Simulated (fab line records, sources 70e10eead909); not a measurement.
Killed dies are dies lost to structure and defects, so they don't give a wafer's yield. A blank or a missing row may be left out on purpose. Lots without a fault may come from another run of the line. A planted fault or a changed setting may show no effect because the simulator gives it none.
fab line records | flow nand_harc
record lots=24 wafers=72 last_day=33
route steps=1302 shown P_GATE@132 P_CONTACT@234
lots that met no fault: from a run of the same line without faults
start_h: hours from the record's first day to the start of the lot's first wafer shown | wait_h: hours since the lot's step before | " the same as in the row above | L1.1+2: a row that stands for several wafers | - no value, or no start given | * or withheld: withheld | < > ~ a bound
route shown NAME@n: a module of which the file shows steps, and the number in the route of the first | usual: mean/standard deviation of fault-free wafers | same: alike in all rows | chamber/n: place in a boat | sites: the reading at each site | _std_site: their standard deviation | _edge_site: outer sites' mean less inner sites' | radius_mm: how far each site lies from the wafer's centre | mask NAME#n: copy n | behind: the tool/chamber that last shaped the wafer | hold: why the lot was held/for how many hours/how that ended | device: the transistor (n, p or np) that didn't switch | end of line: the same wafers' tests at the end of the route | a step without rows: its recipe alone | killed: dies lost to structure and defects at the first sort, not the wafer's yield | map: a wafer's dies, x killed, . not, _ none there
set.NAME: the setting as run; set.NAME@STEP: as run at that earlier step | model.NAME: the simulator's own value behind a step, which no gauge read
steps of the route over a sample of lots; a table a step, a row a wafer
services: from which hour (start_h, from the record's first day; less than 0 if before it) a tool's chamber was out of use, for how many hours, and why
## steps
# step NHARC_P_GATE_DEP_103
# recipe target_thk_a=300 target_thk_nm=30 temp_c=400 flow_sccm=200 rf_w=350 material=SiON
# usual heater_power_w=738/87
# columns lot.wafer tool chamber start_h wait_h heater_power_w
L074.5 pecvd-04 1 96.75 0.2 807
L074.4 " 2 " " 720
L074.6 " 0 " " 761
L075.3 pecvd-02 2 104.12 0.4 666
L075.4 " 1 " " 707
L075.6 " 2 " " 682
L076.1 pecvd-03 0 120.78 0.6 658
L076.2 " 1 " " 778
L076.6 " 2 " " 875
L077.3 pecvd-03 0 125.12 0.3 660
L077.6 " 0 " " 660
L077.5 " 1 " " 749
L078.3 pecvd-02 1 141.50 0.7 719
L078.4 " 2 " " 751
L078.5 " 2 " " 743
L079.2 pecvd-03 1 141.56 0.8 696
L079.4 " 1 " " 695
L079.5 " 0 " " 690
L080.2 pecvd-04 2 151.96 0.4 667
L080.1 " 0 " " 772
L080.3 " 1 " " 817
L081.3 pecvd-04 0 162.45 0.4 790
L081.1 " 1 " " 847
L081.5 " 0 " " 775
L082.3 pecvd-02 2 176.51 0.4 621
L082.4 " 0 " " 718
L082.5 " 2 " " 617
L083.3 pecvd-04 1 190.67 0.4 726
L083.4 " 2 " " 717
L083.6 " 1 " " 742
L084.2 pecvd-02 0 195.86 0.5 797
L084.6 " 1 " " 751
L084.4 " 2 " " 658
L085.2 pecvd-03 1 202.10 0.5 676
L085.6 " 1 " " 665
L085.5 " 0 " " 564
L086.2 pecvd-02 0 213.90 0.5 695
L086.1 " 1 " " 683
L086.4 " 0 " " 700
L087.3 pecvd-04 2 221.57 0.4 826
L087.5 " 0 " " 687
L087.6 " 2 " " 817
L088.3 pecvd-03 2 244.77 0.4 954
L088.4 " 1 " " 612
L088.5 " 0 " " 591
L089.3 pecvd-04 0 245.27 0.3 754
L089.1 " 2 " " 845
L089.5 " 0 " " 763
L090.3 pecvd-03 1 253.32 0.4 692
L090.6 " 0 " " 577
L090.4 " 1 " " 678
L091.2 pecvd-03 2 262.88 0.5 865
L091.1 " 1 " " 708
L091.4 " 0 " " 595
L092.3 pecvd-03 2 272.91 0.3 935
L092.1 " 0 " " 634
L092.5 " 0 " " 651
L093.6 pecvd-04 2 292.15 0.1 848
L093.5 " 0 " " 724
L093.4 " 1 " " 771
L094.3 pecvd-02 0 294.54 0.3 750
L094.1 " 1 " " 849
L094.2 " 2 " " 578
L095.1 pecvd-02 0 310.55 0.6 712
L095.4 " 1 " " 870
L095.6 " 2 " " 679
L096.2 pecvd-03 2 318.61 0.5 859
L096.6 " 1 " " 673
L096.5 " 2 " " 856
L097.2 pecvd-04 0 322.05 0.5 634
L097.3 " 1 " " 851
L097.5 " 2 " " 735
# step NHARC_P_GATE_CD_MEAS_33
# usual cd_nm=120.7/2.3
# columns lot.wafer tool chamber start_h wait_h cd_nm
L074.4 cd_sem-03 - 98.76 - 122.2
L074.5 " - " " 121.2
L074.6 " - " " 121.3
L075.3 cd_sem-03 - 105.61 - 124.1
L075.4 " - " " 123.1
L075.6 " - " " 125.1
L076.1 cd_sem-01 - 122.45 - 118.0
L076.2 " - " " 124.4
L076.6 " - " " 120.3
L077.3 cd_sem-01 - 126.67 - 123.4
L077.5 " - " " 123.2
L077.6 " - " " 124.0
L078.3 cd_sem-02 - 143.17 - 123.9
L078.4 " - " " 120.4
L078.5 " - " " 126.2
L079.2 cd_sem-03 - 143.32 - 124.1
L079.4 " - " " 119.2
L079.5 " - " " 122.8
L080.1 cd_sem-02 - 153.63 - 116.1
L080.2 " - " " 122.1
L080.3 " - " " 123.4
L081.1 cd_sem-01 - 164.15 - 118.6
L081.3 " - " " 119.7
L081.5 " - " " 123.8
L082.3 cd_sem-02 - 178.02 0.2 116.1
L082.4 " - " " 122.2
L082.5 " - " " 117.6
L083.3 cd_sem-02 - 192.31 - 120.5
L083.4 " - " " 120.6
L083.6 " - " " 127.2
L084.2 cd_sem-03 - 197.44 - 119.9
L084.4 " - " " 120.5
L084.6 " - " " 118.8
L085.2 cd_sem-01 - 203.81 - 122.4
L085.5 " - " " 120.8
L085.6 " - " " 120.7
L086.1 cd_sem-01 - 215.54 - 118.1
L086.2 " - " " 120.4
L086.4 " - " " 120.2
L087.3 cd_sem-01 - 223.18 - 120.7
L087.5 " - " " 117.4
L087.6 " - " " 120.1
L088.3 cd_sem-03 - 246.29 - 121.4
L088.4 " - " " 117.8
L088.5 " - " " 118.8
L089.1 cd_sem-02 - 246.80 - 122.0
L089.3 " - " " 116.8
L089.5 " - " " 119.8
L090.3 cd_sem-03 - 254.94 - 120.8
L090.4 " - " " 120.2
L090.6 " - " " 122.7
L091.1 cd_sem-02 - 264.54 - 117.8
L091.2 " - " " 120.8
L091.4 " - " " 121.7
L092.1 cd_sem-03 - 274.67 0.2 120.7
L092.3 " - " " 122.1
L092.5 " - " " 120.6
L093.4 cd_sem-03 - 293.77 - 125.8
L093.5 " - " " 119.9
L093.6 " - " " 119.8
L094.1 cd_sem-03 - 296.08 - 116.5
L094.2 " - " " 119.8
L094.3 " - " " 116.9
L095.1 cd_sem-01 - 312.15 - 115.5
L095.4 " - " " 124.8
L095.6 " - " " 121.0
L096.2 cd_sem-02 - 320.24 - 121.1
L096.5 " - " " 118.9
L096.6 " - " " 121.7
L097.2 cd_sem-01 - 324.31 0.2 120.0
L097.3 " - " " 123.3
L097.5 " - " " 120.9
# step NHARC_P_GATE_STRIP_111
# recipe power_w=1500 temp_c=110 time_s=250 chemistry=N2/H2
# usual drypump_motor_current_A=5.6/0.37 heater_power_w=93.9/2.4
# columns lot.wafer tool chamber start_h wait_h drypump_motor_current_A heater_power_w rf_hours_counter_h
L074.4 plasma_asher-02 0 110.22 0.2 5.8 92.3 -
L074.5 " 1 " " 6.1 93.9 -
L074.6 " 0 " " 5.8 96.0 -
L075.4 plasma_asher-02 1 117.26 0.2 6.0 97.0 -
L075.3 " 0 " " 5.8 94.6 -
L075.6 " 1 " " 6.1 97.3 -
L076.1 plasma_asher-02 1 133.92 0.2 6.0 96.9 9
L076.2 " 0 " " 5.8 94.0 9
L076.6 " 1 " " 6.1 96.8 -
L077.3 plasma_asher-01 1 138.30 0.3 5.5 90.6 -
L077.5 " 1 " " 5.5 90.0 -
L077.6 " 0 " " 5.0 96.7 -
L078.4 plasma_asher-02 0 154.70 0.2 5.8 93.4 -
L078.3 " 1 " " 6.1 95.6 -
L078.5 " 0 " " 5.8 91.8 -
L079.2 plasma_asher-01 1 155.37 0.2 5.5 90.4 33
L079.4 " 1 " " 5.5 91.5 -
L079.5 " 1 " " 5.5 91.8 -
L080.1 plasma_asher-02 0 165.03 0.2 5.8 92.7 17
L080.2 " 1 " " 6.1 94.7 17
L080.3 " 0 " " 5.8 94.3 -
L081.1 plasma_asher-02 0 175.69 0.2 5.8 92.1 20
L081.3 " 0 " " 5.7 93.0 -
L081.5 " 1 " " 6.1 94.9 -
L082.4 plasma_asher-01 1 189.76 0.2 5.5 94.4 -
L082.3 " 0 " " 5.0 92.8 -
L082.5 " 1 " " 5.5 94.2 -
L083.3 plasma_asher-02 0 203.94 0.2 5.8 95.3 -
L083.4 " 1 " " 6.1 97.1 -
L083.6 " 0 " " 5.8 93.8 -
L084.2 plasma_asher-02 0 209.06 0.2 5.8 95.9 25
L084.4 " 1 " " 6.1 94.7 -
L084.6 " 1 " " 6.0 96.0 -
L085.2 plasma_asher-02 0 215.57 0.3 5.8 93.4 28
L085.6 " 1 " " 6.0 97.3 -
L085.5 " 0 " " 5.8 92.3 -
L086.2 plasma_asher-01 1 227.34 0.2 5.5 95.1 5
L086.1 " 0 " " 5.1 93.1 5
L086.4 " 1 " " 5.5 93.5 -
L087.3 plasma_asher-02 1 237.91 0.2 6.1 93.8 -
L087.5 " 1 " " 6.1 97.2 -
L087.6 " 0 " " 5.8 92.5 -
L088.3 plasma_asher-01 1 257.91 0.2 5.5 93.1 -
L088.4 " 0 " " 5.0 90.8 -
L088.5 " 1 " " 5.5 93.1 -
L089.1 plasma_asher-02 1 260.53 0.2 6.0 95.7 1
L089.3 " 1 " " 6.0 95.7 -
L089.5 " 1 " " 6.1 93.8 -
L090.3 plasma_asher-02 1 266.46 0.2 6.1 95.5 -
L090.4 " 0 " " 5.7 93.7 -
L090.6 " 0 " " 5.8 93.9 -
L091.2 plasma_asher-02 0 276.17 0.2 5.8 89.9 5
L091.1 " 1 " " 6.0 95.8 5
L091.4 " 0 " " 5.8 92.9 -
L092.1 plasma_asher-01 0 286.20 0.2 5.0 95.0 18
L092.3 " 0 " " 5.0 94.3 -
L092.5 " 0 " " 5.0 93.3 -
L093.4 plasma_asher-01 0 305.36 0.3 5.0 91.4 -
L093.5 " 1 " " 5.5 93.1 -
L093.6 " 0 " " 5.0 91.5 -
L094.2 plasma_asher-02 1 309.62 0.2 6.1 95.1 10
L094.1 " 0 " " 5.8 94.0 10
L094.3 " 1 " " 6.1 92.4 -
L095.1 plasma_asher-01 0 323.68 0.2 5.0 92.9 25
L095.4 " 0 " " 5.1 92.4 -
L095.6 " 1 " " 5.5 91.5 -
L096.2 plasma_asher-01 0 331.88 0.2 5.0 93.5 26
L096.6 " 1 " " 5.5 92.0 -
L096.5 " 0 " " 5.0 94.9 -
L097.2 plasma_asher-01 1 335.74 0.2 5.5 92.8 27
L097.3 " 0 " " 5.0 90.9 -
L097.5 " 0 " " 5.0 90.7 -
# step NHARC_P_CONTACT_INSPECT_14
# usual raw_defect_count=4.1/2.5
# columns lot.wafer tool chamber start_h wait_h raw_defect_count
L074.4 defect_inspect-01 - 117.80 0.0 5
L074.5 " - " " 6
L074.6 " - " " 3
L075.3 defect_inspect-01 - 124.90 0.0 7
L075.4 " - " " 5
L075.6 " - " " 5
L076.1 defect_inspect-01 - 141.29 0.0 3
L076.2 " - " " 5
L076.6 " - " " 0
L077.3 defect_inspect-02 - 145.81 0.0 1
L077.5 " - " " 6
L077.6 " - " " 1
L078.3 defect_inspect-01 - 162.74 0.0 3
L078.4 " - " " 5
L078.5 " - " " 9
L079.2 defect_inspect-01 - 163.06 0.0 4
L079.4 " - " " 1
L079.5 " - " " 4
L080.1 defect_inspect-01 - 172.66 0.0 6
L080.2 " - " " 5
L080.3 " - " " 7
L081.1 defect_inspect-02 - 183.25 0.0 3
L081.3 " - " " 1
L081.5 " - " " 5
L082.3 defect_inspect-02 - 197.67 0.0 9
L082.4 " - " " 6
L082.5 " - " " 11
L083.3 defect_inspect-01 - 211.64 0.0 4
L083.4 " - " " 0
L083.6 " - " " 7
L084.2 defect_inspect-02 - 216.55 0.0 1
L084.4 " - " " 7
L084.6 " - " " 7
L085.2 defect_inspect-01 - 223.62 0.0 3
L085.5 " - " " 6
L085.6 " - " " 7
L086.1 defect_inspect-02 - 234.97 0.0 3
L086.2 " - " " 11
L086.4 " - " " 7
L087.3 defect_inspect-02 - 245.43 0.0 8
L087.5 " - " " 6
L087.6 " - " " 5
L088.3 defect_inspect-02 - 265.47 0.0 2
L088.4 " - " " 1
L088.5 " - " " 2
L089.1 defect_inspect-01 - 268.12 0.0 8
L089.3 " - " " 3
L089.5 " - " " 1
L090.3 defect_inspect-01 - 273.99 0.0 5
L090.4 " - " " 6
L090.6 " - " " 5
L091.1 defect_inspect-01 - 283.90 0.0 4
L091.2 " - " " 5
L091.4 " - " " 4
L092.1 defect_inspect-02 - 293.94 0.0 7
L092.3 " - " " 2
L092.5 " - " " 4
L093.4 defect_inspect-01 - 312.74 0.1 5
L093.5 " - " " 5
L093.6 " - " " 6
L094.1 defect_inspect-01 - 317.58 0.0 2
L094.2 " - " " 3
L094.3 " - " " 1
L095.1 defect_inspect-02 - 331.39 0.0 4
L095.4 " - " " 2
L095.6 " - " " 4
L096.2 defect_inspect-02 - 340.01 0.0 3
L096.5 " - " " 7
L096.6 " - " " 8
L097.2 defect_inspect-01 - 343.51 0.0 4
L097.3 " - " " 3
L097.5 " - " " 4
# step NHARC_P_CONTACT_ETCH_31
# recipe target_depth_a=300 time_s=85.7 ion_energy_ev=120 over_etch_frac=1 ch3f_flow_sccm=50 o2_flow_sccm=30 ar_flow_sccm=200 rf_w=500 bias_w=100 chemistry=CH3F/O2
# usual bias_w=100.0/0.31 drypump_motor_current_A=5.9/0.54 mfc_ar_sccm=200.0/0.62 oes_product_au=0.979/0.015 rf_vpp_V=244.7/1.6 showerhead_plenum_p_Torr=2.49/0.1 throttle_valve_pct=20.663/0.0092
# columns lot.wafer tool chamber start_h wait_h bias_w drypump_motor_current_A mfc_ar_sccm oes_product_au rf_hours_counter_h rf_vpp_V showerhead_plenum_p_Torr throttle_valve_pct
L074.4 rie_diel-11 3 - - 100.4 5.8 201.1 0.967 1.4 245.4 2.48 20.668
L074.5 " 1 " " 99.8 5.9 199.8 0.968 - 245.5 2.55 20.664
L074.6 " 2 " " 100.5 5.9 199.2 0.968 - 247.0 2.64 20.675
L075.3 rie_diel-11 1 - - 100.1 6.0 200.6 0.979 1.8 244.7 2.55 20.673
L075.4 " 2 " " 100.3 5.9 201.0 0.987 2.9 245.4 2.64 20.660
L075.6 " 1 " " 99.9 5.9 201.1 0.983 - 245.8 2.55 20.656
L076.1 rie_diel-12 2 - - 100.2 6.2 199.7 0.981 1.0 243.9 2.38 20.667
L076.2 " 3 " " 100.5 5.5 199.3 0.997 1.0 244.4 2.39 20.662
L076.6 " 1 " " 99.5 5.0 201.3 0.992 - 246.7 2.56 20.664
L077.3 rie_diel-11 3 - - 100.0 5.8 199.3 0.983 4.1 245.4 2.48 20.652
L077.5 " 0 " " 100.2 6.8 199.2 1.009 - 245.2 2.56 20.654
L077.6 " 1 " " 99.8 5.9 200.2 0.976 - 244.9 2.55 20.653
L078.4 rie_diel-05 2 - - 99.8 6.6 200.8 0.947 2.9 243.0 2.38 20.659
L078.3 " 3 " " 100.6 5.9 199.7 0.943 3.1 240.8 2.29 20.673
L078.5 " 2 " " 99.4 6.6 200.2 0.953 - 243.1 2.38 20.664
L079.4 rie_diel-12 2 - - 99.8 6.2 199.1 0.991 1.7 242.9 2.38 20.669
L079.2 " 0 " " 99.8 5.3 200.3 0.985 1.5 244.9 2.49 20.667
L079.5 " 3 " " 99.8 5.5 200.1 1.007 - 242.6 2.38 20.670
L080.3 rie_diel-11 2 - - 100.0 5.9 200.1 1.002 6.2 245.2 2.64 20.645
L080.1 " 3 " " 99.8 5.8 200.1 0.988 5.4 244.9 2.47 20.663
L080.2 " 0 " " 100.0 6.8 200.6 0.978 5.0 245.9 2.56 20.661
L081.3 rie_diel-05 1 - - 99.6 6.5 199.4 0.962 2.6 243.0 2.45 20.669
L081.1 " 2 " " 100.0 6.6 199.6 0.960 3.6 244.3 2.38 20.650
L081.5 " 2 " " 100.5 6.6 199.0 0.956 - 243.4 2.38 20.654
L082.4 rie_diel-12 2 - - 99.9 6.2 199.5 0.965 2.6 244.3 2.38 20.668
L082.3 " 0 " " 99.8 5.3 200.0 0.955 2.6 243.8 2.49 20.669
L082.5 " 2 " " 100.4 6.2 199.5 0.951 - 243.7 2.38 20.661
L083.3 rie_diel-05 0 - - 99.7 5.2 200.3 0.982 4.4 245.3 2.62 20.652
L083.6 " 3 " " 99.7 5.9 200.1 0.962 - 242.6 2.29 20.672
L083.4 " 2 " " 99.4 6.6 200.0 0.971 - 242.2 2.38 20.677
L084.4 rie_diel-12 2 - - 100.1 6.2 199.7 0.983 3.3 243.3 2.38 20.659
L084.2 " 3 " " 100.0 5.5 199.1 0.981 3.0 242.6 2.38 20.660
L084.6 " 3 " " 99.8 5.5 200.3 0.979 - 242.9 2.38 20.665
L085.2 rie_diel-05 1 - - 100.2 6.5 200.4 0.991 3.6 244.6 2.45 20.652
L085.6 " 3 " " 99.7 5.9 199.5 0.980 - 242.0 2.29 20.670
L085.5 " 0 " " 99.5 5.2 199.5 1.011 - 245.7 2.62 20.670
L086.1 rie_diel-11 1 - - 100.0 5.9 200.7 0.961 8.7 246.0 2.55 20.671
L086.4 " 3 " " 99.8 5.8 201.0 0.967 9.2 245.0 2.47 20.666
L086.2 " 0 " " 100.1 6.8 199.9 0.966 8.9 246.5 2.56 20.664
L087.3 rie_diel-12 1 - - 100.2 5.0 201.0 1.005 4.3 245.3 2.56 20.670
L087.5 " 0 " " 100.4 5.3 199.1 0.986 - 244.2 2.49 20.685
L087.6 " 1 " " 100.4 5.0 199.6 1.004 - 247.1 2.56 20.651
L088.4 rie_diel-05 2 - - 100.6 6.6 198.7 0.980 0.6 243.1 2.38 20.646
L088.3 " 3 " " 99.7 5.9 200.5 0.966 0.6 240.5 2.29 20.662
L088.5 " 2 " " 100.7 6.6 200.6 0.988 - 241.7 2.38 20.668
L089.3 rie_diel-05 0 - - 99.3 5.2 200.5 0.998 1.1 246.8 2.62 20.665
L089.1 " 2 " " 100.3 6.6 200.9 0.996 1.2 243.1 2.38 20.663
L089.5 " 1 " " 100.0 6.5 200.1 0.972 - 244.4 2.45 20.671
L090.4 rie_diel-11 0 - - 100.5 6.8 198.3 0.977 0.5 246.5 2.56 20.670
L090.3 " 2 " " 99.6 5.9 200.5 0.987 0.5 247.2 2.64 20.655
L090.6 " 1 " " 100.1 5.9 199.4 1.002 - 245.5 2.55 20.677
L091.2 rie_diel-05 2 - - 100.0 6.6 199.5 0.980 1.7 243.8 2.38 20.660
L091.1 " 0 " " 100.0 5.2 199.9 0.994 1.6 246.4 2.62 20.681
L091.4 " 1 " " 100.3 6.5 200.5 0.972 1.7 244.0 2.45 20.661
L092.1 rie_diel-11 3 - - 100.4 5.8 199.4 0.983 2.0 245.0 2.47 20.669
L092.3 " 1 " " 99.9 5.9 200.3 1.006 2.4 244.2 2.55 20.661
L092.5 " 0 " " 100.3 6.8 199.6 0.985 - 244.8 2.56 20.639
L093.4 rie_diel-12 1 - - 99.7 5.0 201.3 0.982 0.8 245.0 2.56 20.649
L093.6 " 1 " " 100.0 5.0 200.7 0.980 - 245.1 2.56 20.655
L093.5 " 2 " " 100.2 6.2 200.3 0.987 - 242.2 2.38 20.662
L094.2 rie_diel-11 1 - - 100.1 5.9 200.4 0.986 3.8 244.8 2.55 20.662
L094.1 " 2 " " 100.1 5.9 201.5 0.972 3.7 247.1 2.64 20.660
L094.3 " 0 " " 99.7 6.8 200.0 0.984 3.4 246.0 2.56 20.662
L095.4 rie_diel-12 2 - - 99.9 6.2 199.1 0.972 1.5 242.8 2.38 20.643
L095.1 " 1 " " 100.1 5.0 199.4 0.961 1.7 246.0 2.56 20.673
L095.6 " 3 " " 100.0 5.5 200.2 0.958 - 244.0 2.38 20.650
L096.2 rie_diel-11 2 - - 99.9 5.9 199.7 0.965 5.2 247.5 2.64 20.667
L096.6 " 3 " " 99.7 5.8 199.3 0.968 - 243.7 2.47 20.661
L096.5 " 0 " " 99.8 6.8 200.1 0.967 - 244.9 2.55 20.667
L097.2 rie_diel-12 1 - - 100.3 5.0 199.6 0.980 2.2 245.1 2.56 20.661
L097.3 " 3 " " 100.2 5.5 199.3 0.999 1.8 243.6 2.38 20.644
L097.5 " 0 " " 100.1 5.3 200.4 0.990 - 244.9 2.49 20.658
# step NHARC_P_CONTACT_CMP_24
# recipe t_overpolish_s=30 target_thk_nm=200
# usual edge_zone_pressure_frac=1.001/0.0046 motor_current_A=12.4/1.3 overpolish_run_s=29.999/0.0081 time_to_endpoint_s=39.9/2.9
# columns lot.wafer tool chamber start_h wait_h edge_zone_pressure_frac motor_current_A overpolish_run_s time_to_endpoint_s
L074.4 cmp-04 2 120.61 0.5 1.001 13.1 29.995 41.9
L074.5 " 3 " " 1.008 11.9 29.997 42.7
L074.6 " 0 " " 0.995 13.3 29.993 44.3
L075.3 cmp-03 1 127.66 0.3 1.005 11.9 29.998 41.3
L075.4 " 2 " " 1.002 14.9 29.984 38.9
L075.6 " 0 " " 1.000 10.9 30.005 43.3
L076.2 cmp-03 1 144.13 0.6 1.000 11.1 29.994 39.0
L076.1 " 2 " " 1.006 13.5 29.991 35.4
L076.6 " 1 " " 0.998 11.0 30.008 39.9
L077.3 cmp-03 1 148.67 0.3 0.997 11.8 30.005 43.2
L077.6 " 3 " " 1.000 12.8 29.994 36.6
L077.5 " 0 " " 1.005 11.5 29.995 41.9
L078.3 cmp-02 0 165.48 0.4 0.996 11.6 30.017 39.3
L078.4 " 3 " " 0.998 10.5 30.010 38.5
L078.5 " 0 " " 0.999 11.9 30.009 43.0
L079.2 cmp-04 2 165.87 0.6 0.999 13.7 30.000 39.7
L079.4 " 3 " " 1.005 11.4 29.992 38.9
L079.5 " 1 " " 1.003 10.9 29.990 39.1
L080.1 cmp-03 3 175.40 0.6 0.997 13.5 30.003 34.6
L080.2 " 0 " " 0.997 11.3 30.011 36.6
L080.3 " 1 " " 1.001 11.3 29.996 35.4
L081.1 cmp-02 2 186.37 0.5 0.998 13.7 29.996 40.3
L081.3 " 3 " " 0.994 10.9 29.984 37.9
L081.5 " 2 " " 1.004 14.4 29.993 39.0
L082.3 cmp-03 2 200.98 0.4 0.998 14.0 30.003 34.8
L082.4 " 3 " " 1.001 12.6 30.011 34.2
L082.5 " 1 " " 1.003 11.3 30.000 41.6
L083.3 cmp-03 0 214.58 0.4 0.993 11.5 29.988 43.5
L083.4 " 1 " " 1.007 11.5 30.000 43.0
L083.6 " 0 " " 0.996 11.0 29.986 42.4
L084.4 cmp-03 0 219.34 0.3 1.007 11.5 30.005 43.5
L084.2 " 1 " " 0.990 11.5 30.003 44.5
L084.6 " 2 " " 1.001 13.9 29.988 39.5
L085.2 cmp-02 0 226.39 0.6 1.008 12.1 29.999 44.7
L085.5 " 3 " " 0.995 10.8 30.003 41.5
L085.6 " 0 " " 0.999 11.2 29.995 44.2
L086.1 cmp-02 1 237.73 0.5 0.994 13.1 30.001 39.0
L086.2 " 2 " " 0.999 14.4 30.000 37.7
L086.4 " 3 " " 1.007 10.8 30.015 40.1
L087.3 cmp-03 3 248.16 0.4 1.000 12.9 29.990 34.8
L087.6 " 3 " " 0.998 12.2 30.006 38.5
L087.5 " 0 " " 1.003 11.4 30.001 40.5
L088.3 cmp-03 1 268.21 0.3 1.001 11.9 30.004 44.4
L088.4 " 3 " " 1.005 12.9 29.986 42.0
L088.5 " 1 " " 1.005 11.3 29.994 44.5
L089.1 cmp-02 1 271.40 1.0 1.007 13.5 30.011 39.0
L089.3 " 0 " " 1.010 12.1 30.012 41.9
L089.5 " 1 " " 1.004 13.3 30.011 40.8
L090.4 cmp-03 2 278.16 0.5 1.002 14.0 29.999 38.3
L090.3 " 3 " " 1.002 12.2 30.004 39.6
L090.6 " 0 " " 1.002 11.4 30.013 45.2
L091.4 cmp-04 2 286.64 0.4 1.004 13.8 29.993 39.5
L091.1 " 0 " " 1.006 14.5 29.999 37.7
L091.2 " 1 " " 0.997 11.0 30.014 38.7
L092.1 cmp-04 3 296.70 0.6 0.999 12.0 29.986 39.4
L092.3 " 1 " " 1.003 11.2 29.992 37.9
L092.5 " 2 " " 0.993 13.9 30.006 39.2
L093.4 cmp-03 2 315.55 0.5 1.004 15.7 30.003 38.6
L093.6 " 3 " " 1.003 12.7 29.989 38.7
L093.5 " 0 " " 1.006 11.6 30.007 44.1
L094.2 cmp-04 2 320.32 0.5 1.005 13.0 29.990 39.7
L094.3 " 3 " " 1.006 12.1 29.994 41.6
L094.1 " 0 " " 0.998 12.2 29.990 42.0
L095.1 cmp-04 1 334.17 0.6 0.998 10.9 30.004 39.8
L095.4 " 2 " " 0.996 13.4 30.003 40.2
L095.6 " 1 " " 0.997 11.3 29.994 40.0
L096.2 cmp-03 1 342.76 0.6 0.995 10.9 30.001 40.3
L096.5 " 0 " " 0.997 11.5 29.991 39.2
L096.6 " 1 " " 0.992 11.4 29.996 44.0
L097.3 cmp-04 1 346.32 0.3 1.001 10.7 29.997 33.4
L097.2 " 0 " " 1.005 13.6 30.000 35.0
L097.5 " 2 " " 0.994 14.5 29.982 35.2
## services
# columns tool chamber start_h hours kind
rie_diel-11 - 78.50 9.0 pm
rie_diel-12 - 91.40 9.0 pm
pecvd-03 1 98.37 4.9 repair
plasma_asher-01 - 107.29 3.2 repair
rie_diel-11 1 118.71 5.5 repair
pecvd-04 - 121.09 13.0 pm
cmp-03 - 121.85 2.0 repair
pecvd-03 - 129.65 0.3 repair
pecvd-03 2 139.73 6.3 repair
pecvd-03 - 148.44 1.1 repair
rie_diel-12 0 152.37 4.6 repair
rie_diel-12 - 159.39 0.7 repair
cmp-03 - 162.07 4.0 pm
plasma_asher-01 - 165.00 9.0 pm
pecvd-03 - 185.00 13.0 pm
plasma_asher-01 - 208.77 18.5 repair
plasma_asher-01 - 248.91 2.0 repair
plasma_asher-02 - 249.00 9.0 pm
rie_diel-11 - 255.50 9.0 pm
cmp-03 - 260.07 4.0 pm
cmp-03 - 271.92 4.3 repair
cmp-03 - 291.00 0.6 repair
pecvd-03 - 325.54 0.6 repair
plasma_asher-01 - 342.04 9.0 pm
## key
fault none
